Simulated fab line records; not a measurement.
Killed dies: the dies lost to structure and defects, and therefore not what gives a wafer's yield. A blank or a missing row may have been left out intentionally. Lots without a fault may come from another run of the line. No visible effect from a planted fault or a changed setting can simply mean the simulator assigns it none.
fab line records ; flow n5-finfet ; part 2 of 2: steps 5 to 6 of 6
[record] lots = 22; wafers = 66; last-day = 17
route steps=1938 shown SDB@347 HKMG_FIN@437
lots untouched by any fault: they come from a run of this same line in which no faults occurred
start-h: hours from the record's first day to the start of the lot's first wafer shown ; wait-h: hours since the lot's step before ; " same as the row above ; L1.1+2: a single row standing in for several wafers ; - value missing, or start not given ; * or withheld: withheld ; < > ~ a bound
route shown NAME@n: names a module that has steps shown in the file, with the first one's number in the route ; usual: the fault-free wafers' mean and standard deviation ; same: alike in all rows ; chamber/n: place in a boat ; sites: each site's reading ; _std_site: their standard deviation ; _edge_site: mean of outer sites minus mean of inner sites ; radius-mm: for every site, how far away it sits from the centre of the wafer ; mask NAME#n: copy n ; behind: the most recent tool/chamber to have shaped the wafer ; hold: the reason the lot was held/the length of the hold in hours/how it ended ; device: whichever transistor did not switch (one of n, p or np) ; end of line: the route-end tests of the same wafers ; a step with no rows: only its recipe ; killed: at the first sort, the dies lost to defects and structure; wafer yield is something else ; map: per-die view of a wafer (x killed, . not killed, _ where there is no die)
set.NAME: the setting as run; set.NAME@STEP: as run at that earlier step ; model.NAME: the simulator's own value behind a step, which no gauge read
a sample of lots followed through the steps of the route, with each step as a table and each wafer as a row
services: from which hour (start-h, from the record's first day; less than 0 if before it) a tool's chamber was out of use, for how many hours, and why
[[steps]]
[step N5_HKMG_FIN_ETCH_86]
[recipe] chemistry = N2/H2; target = SOC; target-depth-a = 3932; stop-on = TiN; ion-energy-ev = 100; bias-w = 61; pressure-mtorr = 30; source-w = 850; n2-flow-sccm = 200; h2-flow-sccm = 200
[usual] drypump-motor-current-A = 5.8/0.47; oes-product-au = 0.77/0.058; rf-vpp-V = 241.4/1; showerhead-plenum-p-Torr = 2.58/0.059; throttle-valve-pct = 17.89/0.2
lot.wafer;tool;chamber;start-h;wait-h;drypump-motor-current-A;oes-product-au;rf-hours-counter-h;rf-vpp-V;showerhead-plenum-p-Torr;throttle-valve-pct
L074.3;rie-diel-02;1;76.36;-;6.3;0.72;195;239.8;2.53;17.70
L074.5;rie-diel-02;3;76.36;-;5.9;0.78;-;241.0;2.57;18.14
L074.6;rie-diel-02;0;76.36;-;6.5;0.89;-;243.5;2.72;17.91
L075.3;rie-diel-02;3;79.99;-;5.9;0.78;93;239.9;2.57;18.13
L075.4;rie-diel-02;1;79.99;-;6.3;0.71;197;238.8;2.53;17.67
L075.6;rie-diel-02;2;79.99;-;5.1;0.74;-;241.7;2.53;18.09
L076.3;rie-diel-06;3;97.65;-;5.7;0.85;59;240.4;2.57;17.85
L076.4;rie-diel-06;0;97.65;-;6.4;0.73;171;239.8;2.53;18.20
L076.6;rie-diel-06;0;97.65;-;6.4;0.72;-;240.8;2.53;18.21
L077.2;rie-diel-05;0;101.48;-;5.5;0.80;90;242.1;2.56;17.82
L077.5;rie-diel-05;2;101.48;-;4.9;0.75;-;241.5;2.65;17.60
L077.6;rie-diel-05;1;101.48;-;6.3;0.85;-;241.3;2.58;17.90
L078.1;rie-diel-06;0;107.57;-;6.4;0.73;174;240.8;2.53;18.21
L078.3;rie-diel-06;1;107.57;-;5.7;0.71;180;241.9;2.63;17.79
L078.6;rie-diel-06;1;107.57;-;5.7;0.71;-;241.9;2.63;17.78
L079.1;rie-diel-05;0;110.70;-;5.5;0.79;93;240.9;2.55;17.84
L079.3;rie-diel-05;1;110.70;-;6.2;0.86;57;241.6;2.58;17.90
L079.5;rie-diel-05;2;110.70;-;4.9;0.75;-;241.6;2.65;17.60
L080.1;rie-diel-02;2;113.32;-;5.1;0.72;172;241.8;2.53;18.10
L080.2;rie-diel-02;1;113.32;-;6.3;0.71;207;241.0;2.53;17.69
L080.4;rie-diel-02;0;113.32;-;6.6;0.87;38;241.7;2.72;17.93
L081.2;rie-diel-06;1;121.46;-;5.7;0.71;184;243.6;2.63;17.77
L081.5;rie-diel-06;3;121.46;-;5.7;0.84;-;240.3;2.57;17.87
L081.6;rie-diel-06;2;121.46;-;5.5;0.79;-;241.6;2.57;17.72
L084.3;rie-diel-06;2;138.60;-;5.5;0.79;99;241.7;2.57;17.75
L084.4;rie-diel-06;3;138.60;-;5.7;0.84;74;241.1;2.57;17.89
L084.6;rie-diel-06;1;138.60;-;5.7;0.70;-;241.5;2.63;17.82
L085.2;rie-diel-06;0;151.21;-;6.4;0.71;189;240.7;2.52;18.21
L085.4;rie-diel-06;2;151.21;-;5.5;0.79;104;242.5;2.57;17.73
L085.5;rie-diel-06;3;151.21;-;5.7;0.82;-;242.2;2.57;17.89
L086.2;rie-diel-06;2;152.44;-;5.5;0.78;105;241.3;2.57;17.73
L086.3;rie-diel-06;1;152.44;-;5.7;0.70;196;241.6;2.62;17.80
L086.5;rie-diel-06;0;152.44;-;6.4;0.70;-;240.9;2.52;18.24
L087.3;rie-diel-05;1;157.98;-;6.2;0.83;74;241.2;2.57;17.94
L087.4;rie-diel-05;0;157.98;-;5.5;0.77;109;240.8;2.55;17.87
L087.5;rie-diel-05;0;157.98;-;5.5;0.78;-;240.2;2.55;17.88
L088.1;rie-diel-05;0;165.89;-;5.5;0.77;113;241.2;2.55;17.87
L088.3;rie-diel-05;1;165.89;-;6.2;0.82;78;240.9;2.57;17.95
L088.5;rie-diel-05;1;165.89;-;6.3;0.83;-;240.1;2.57;17.94
L089.1;rie-diel-05;1;167.90;-;6.2;0.83;80;241.1;2.57;17.95
L089.5;rie-diel-05;1;167.90;-;6.2;0.83;-;242.2;2.57;17.95
L089.6;rie-diel-05;3;167.90;-;5.5;0.82;-;242.0;2.67;17.56
L090.2;rie-diel-05;3;178.61;-;5.5;0.81;91;242.1;2.66;17.58
L090.5;rie-diel-05;3;178.61;-;5.5;0.81;-;241.6;2.66;17.59
L090.6;rie-diel-05;2;178.61;-;4.9;0.73;-;242.1;2.64;17.62
L091.1;rie-diel-02;1;183.51;-;6.3;0.69;224;240.7;2.52;17.72
L091.2;rie-diel-02;2;183.51;-;5.1;0.72;189;241.1;2.52;18.15
L091.6;rie-diel-02;2;183.51;-;5.1;0.71;-;240.5;2.52;18.13
L092.1;rie-diel-02;1;190.04;-;6.2;0.70;226;239.9;2.52;17.72
L092.3;rie-diel-02;0;190.04;-;6.5;0.85;57;241.4;2.71;17.96
L092.4;rie-diel-02;3;190.04;-;5.9;0.75;122;240.9;2.55;18.18
L093.2;rie-diel-06;1;194.53;-;5.7;0.69;209;242.4;2.62;17.83
L093.4;rie-diel-06;3;194.53;-;5.7;0.81;97;240.5;2.56;17.93
L093.5;rie-diel-06;3;194.53;-;5.7;0.81;-;242.0;2.56;17.94
L094.1;rie-diel-06;0;200.46;-;6.4;0.69;210;240.9;2.51;18.26
L094.2;rie-diel-06;3;200.46;-;5.7;0.81;100;241.5;2.56;17.93
L094.3;rie-diel-06;1;200.46;-;5.7;0.69;212;242.1;2.62;17.84
L095.2;rie-diel-06;0;202.98;-;6.4;0.69;211;241.4;2.51;18.26
L095.3;rie-diel-06;3;202.98;-;5.7;0.80;101;243.0;2.56;17.91
L095.5;rie-diel-06;0;202.98;-;6.4;0.69;-;239.3;2.51;18.26
L096.2;rie-diel-02;1;210.84;-;6.3;0.69;234;239.3;2.52;17.74
L096.4;rie-diel-02;0;210.84;-;6.5;0.84;65;242.5;2.71;17.98
L096.5;rie-diel-02;1;210.84;-;6.3;0.69;-;240.6;2.52;17.75
L097.1;rie-diel-02;0;213.56;-;6.5;0.83;66;243.0;2.71;17.98
L097.3;rie-diel-02;2;213.56;-;5.1;0.71;200;238.8;2.51;18.15
L097.5;rie-diel-02;1;213.56;-;6.3;0.70;-;240.6;2.52;17.75
[step N5_HKMG_FIN_ALD_72]
[recipe] material = W; target-thk-a = 20; temp-c = 300; pressure-torr = 7.5; ald-precursor-family = WF6; ald-co-reactant = B2H6; pulse-time-s = 1; purge-time-s = 2; co-reactant-purge-time-s = 2; co-reactant-pulse-time-s = 3; ald-cycles = 7
[usual] heater-power-outer-w = 280/24; heater-power-w = 485/30; precursor-pulse-height-rel = 1.004/0.021
[same] purge-time-s = 2
lot.wafer;tool;chamber;start-h;wait-h;heater-power-outer-w;heater-power-w;precursor-pulse-height-rel
L074.3;cvd-w-02;0;78.70;0.2;240;476;1.027
L074.5;cvd-w-02;1;78.70;0.2;310;510;1.032
L074.6;cvd-w-02;0;78.70;0.2;238;473;1.030
L075.3;cvd-w-01;0;82.25;0.2;269;433;1.001
L075.4;cvd-w-01;1;82.25;0.2;300;497;1.027
L075.6;cvd-w-01;0;82.25;0.2;266;443;0.991
L076.3;cvd-w-01;1;99.86;0.2;298;521;1.013
L076.4;cvd-w-01;0;99.86;0.2;272;438;1.008
L076.6;cvd-w-01;0;99.86;0.2;270;441;0.964
L077.2;cvd-w-02;0;103.67;0.2;238;466;1.024
L077.5;cvd-w-02;0;103.67;0.2;241;467;1.017
L077.6;cvd-w-02;1;103.67;0.2;303;486;0.961
L078.1;cvd-w-01;0;109.94;0.2;277;454;0.990
L078.3;cvd-w-01;1;109.94;0.2;298;520;0.977
L078.6;cvd-w-01;1;109.94;0.2;299;503;0.998
L079.1;cvd-w-02;0;112.92;0.2;241;473;1.045
L079.3;cvd-w-02;1;112.92;0.2;309;515;1.010
L079.5;cvd-w-02;0;112.92;0.2;243;455;1.005
L080.1;cvd-w-01;1;115.60;0.2;296;496;0.994
L080.2;cvd-w-01;0;115.60;0.2;278;441;1.010
L080.4;cvd-w-01;0;115.60;0.2;265;447;1.018
L081.2;cvd-w-02;1;124.08;0.2;297;509;0.947
L081.5;cvd-w-02;0;124.08;0.2;244;472;1.031
L081.6;cvd-w-02;1;124.08;0.2;292;496;0.994
L084.3;cvd-w-01;1;140.80;0.2;291;509;1.008
L084.4;cvd-w-01;0;140.80;0.2;267;445;0.996
L084.6;cvd-w-01;0;140.80;0.2;274;440;0.984
L085.2;cvd-w-02;1;153.45;0.2;309;498;0.981
L085.4;cvd-w-02;1;153.45;0.2;297;506;1.006
L085.5;cvd-w-02;0;153.45;0.2;235;474;1.019
L086.2;cvd-w-01;0;154.93;0.2;275;448;0.987
L086.3;cvd-w-01;1;154.93;0.2;298;529;0.997
L086.5;cvd-w-01;1;154.93;0.2;301;514;0.993
L087.3;cvd-w-01;0;160.17;0.2;280;437;0.966
L087.4;cvd-w-01;1;160.17;0.2;297;516;1.028
L087.5;cvd-w-01;1;160.17;0.2;300;508;1.011
L088.1;cvd-w-01;0;168.11;0.2;274;449;1.008
L088.3;cvd-w-01;1;168.11;0.2;296;506;1.038
L088.5;cvd-w-01;1;168.11;0.2;299;504;0.993
L089.1;cvd-w-02;0;170.11;0.2;236;473;1.012
L089.5;cvd-w-02;1;170.11;0.2;296;510;0.979
L089.6;cvd-w-02;0;170.11;0.2;239;461;1.027
L090.2;cvd-w-01;1;181.16;0.2;286;507;0.983
L090.5;cvd-w-01;1;181.16;0.2;290;520;0.984
L090.6;cvd-w-01;0;181.16;0.2;273;441;0.988
L091.1;cvd-w-01;0;185.84;0.2;276;442;0.981
L091.2;cvd-w-01;1;185.84;0.2;293;513;0.969
L091.6;cvd-w-01;0;185.84;0.2;280;447;0.991
L092.1;cvd-w-01;1;192.25;0.2;295;518;1.006
L092.3;cvd-w-01;1;192.25;0.2;301;514;1.010
L092.4;cvd-w-01;1;192.25;0.2;309;510;1.020
L093.2;cvd-w-01;0;196.80;0.2;271;448;0.992
L093.4;cvd-w-01;1;196.80;0.2;302;516;1.019
L093.5;cvd-w-01;0;196.80;0.2;270;458;0.979
L094.1;cvd-w-01;0;202.63;0.2;280;444;0.989
L094.2;cvd-w-01;1;202.63;0.2;299;518;1.015
L094.3;cvd-w-01;0;202.63;0.2;271;438;1.005
L095.2;cvd-w-02;1;205.16;0.2;302;512;1.002
L095.3;cvd-w-02;1;205.16;0.2;303;508;0.999
L095.5;cvd-w-02;0;205.16;0.2;241;473;1.007
L096.2;cvd-w-02;0;213.02;0.2;238;470;0.988
L096.4;cvd-w-02;0;213.02;0.2;245;481;1.020
L096.5;cvd-w-02;1;213.02;0.2;303;511;1.018
L097.1;cvd-w-02;0;215.74;0.2;240;473;1.006
L097.3;cvd-w-02;0;215.74;0.2;241;481;0.998
L097.5;cvd-w-02;0;215.74;0.2;238;463;0.999
[[services]]
tool;chamber;start-h;hours;kind
pecvd-04;1;45.98;5.5;scheduled-down
pecvd-04;-;58.87;0.2;repair
rie-diel-02;0;64.99;3.1;repair
pecvd-01;1;71.42;5.5;scheduled-down
pecvd-01;2;79.71;5.0;scheduled-down
pecvd-01;1;87.10;7.3;repair
rie-diel-06;3;91.74;2.4;repair
pecvd-03;1;99.02;4.0;repair
pecvd-03;0;111.94;5.5;scheduled-down
pecvd-04;-;129.76;2.1;repair
pecvd-04;-;134.06;2.2;repair
pecvd-01;0;135.19;14.8;repair
cvd-w-01;-;137.73;0.8;repair
cvd-w-02;1;156.50;12.8;repair
rie-diel-02;-;156.72;16.8;repair
rie-diel-06;1;161.09;4.9;repair
rie-diel-05;2;164.28;5.6;repair
pecvd-04;2;169.33;2.1;scheduled-down
pecvd-03;2;171.08;2.1;scheduled-down
pecvd-01;-;178.46;0.7;repair
cvd-w-01;0;188.47;5.4;repair
pecvd-01;-;195.58;6.0;pm
cvd-w-02;1;210.55;1.6;repair
rie-diel-06;3;211.16;15.1;repair
